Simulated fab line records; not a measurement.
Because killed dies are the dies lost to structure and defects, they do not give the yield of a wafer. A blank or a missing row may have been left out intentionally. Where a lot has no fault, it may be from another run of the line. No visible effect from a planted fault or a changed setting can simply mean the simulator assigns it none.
Chamber matching || flow n5 finfet || N5_BEOL_M3_ETCH_63 on rie diel-03 has 4 sister chambers
The step etches SiARC in CF4, target depth 15.6 nm, time 26 s. 4 wafers are shown with their chamber, then 12 later ones without.

== WAFERS PAIRED WITH THEIR CHAMBERS ==
{"wafer": "L084.6", "chamber": 3, "showerhead plenum p Torr (Torr)": 2.05}
{"wafer": "L088.1", "chamber": 0, "showerhead plenum p Torr (Torr)": 1.98}
{"wafer": "L088.2", "chamber": 1, "showerhead plenum p Torr (Torr)": 2.11}
{"wafer": "L088.3", "chamber": 2, "showerhead plenum p Torr (Torr)": 2.22}

== WAFERS MISSING THEIR CHAMBER ==
{"wafer": "L091.1", "showerhead plenum p Torr (Torr)": 2.22}
{"wafer": "L091.3", "showerhead plenum p Torr (Torr)": 2.05}
{"wafer": "L091.4", "showerhead plenum p Torr (Torr)": 1.98}
{"wafer": "L094.2", "showerhead plenum p Torr (Torr)": 1.97}
{"wafer": "L094.3", "showerhead plenum p Torr (Torr)": 2.10}
{"wafer": "L094.6", "showerhead plenum p Torr (Torr)": 2.10}
{"wafer": "L096.1", "showerhead plenum p Torr (Torr)": 2.05}
{"wafer": "L096.3", "showerhead plenum p Torr (Torr)": 2.10}
{"wafer": "L096.4", "showerhead plenum p Torr (Torr)": 2.22}
{"wafer": "L097.1", "showerhead plenum p Torr (Torr)": 2.10}
{"wafer": "L097.2", "showerhead plenum p Torr (Torr)": 2.05}
{"wafer": "L097.5", "showerhead plenum p Torr (Torr)": 2.05}

== WHICH CHAMBER EACH ONE RAN IN ==
{"wafer": "L091.1", "from the rows above": 2, "in truth": 2}
{"wafer": "L091.3", "from the rows above": 3, "in truth": 3}
{"wafer": "L091.4", "from the rows above": 0, "in truth": 0}
{"wafer": "L094.2", "from the rows above": 0, "in truth": 0}
{"wafer": "L094.3", "from the rows above": 1, "in truth": 1}
{"wafer": "L094.6", "from the rows above": 1, "in truth": 1}
{"wafer": "L096.1", "from the rows above": 3, "in truth": 3}
{"wafer": "L096.3", "from the rows above": 1, "in truth": 1}
{"wafer": "L096.4", "from the rows above": 2, "in truth": 2}
{"wafer": "L097.1", "from the rows above": 1, "in truth": 1}
{"wafer": "L097.2", "from the rows above": 3, "in truth": 3}
{"wafer": "L097.5", "from the rows above": 3, "in truth": 3}
12 of 12 placed correctly. Can't be placed from these rows: 0. Wrongly placed: 0.
How it was worked out, from the rows above alone: a wafer's distance from a chamber is the root of the sum, over the readings, of the square of ((its reading less the chamber's mean) divided by the reading's scatter). If the next closest chamber is less than 2 further off than the closest, the wafer can't be placed; otherwise it belongs to the closest. Each chamber's mean is taken over the wafers shown for it. The scatter (one wafer shown for each chamber): square how far every hidden wafer sits from the nearest shown wafer, average those squares and take the square root.
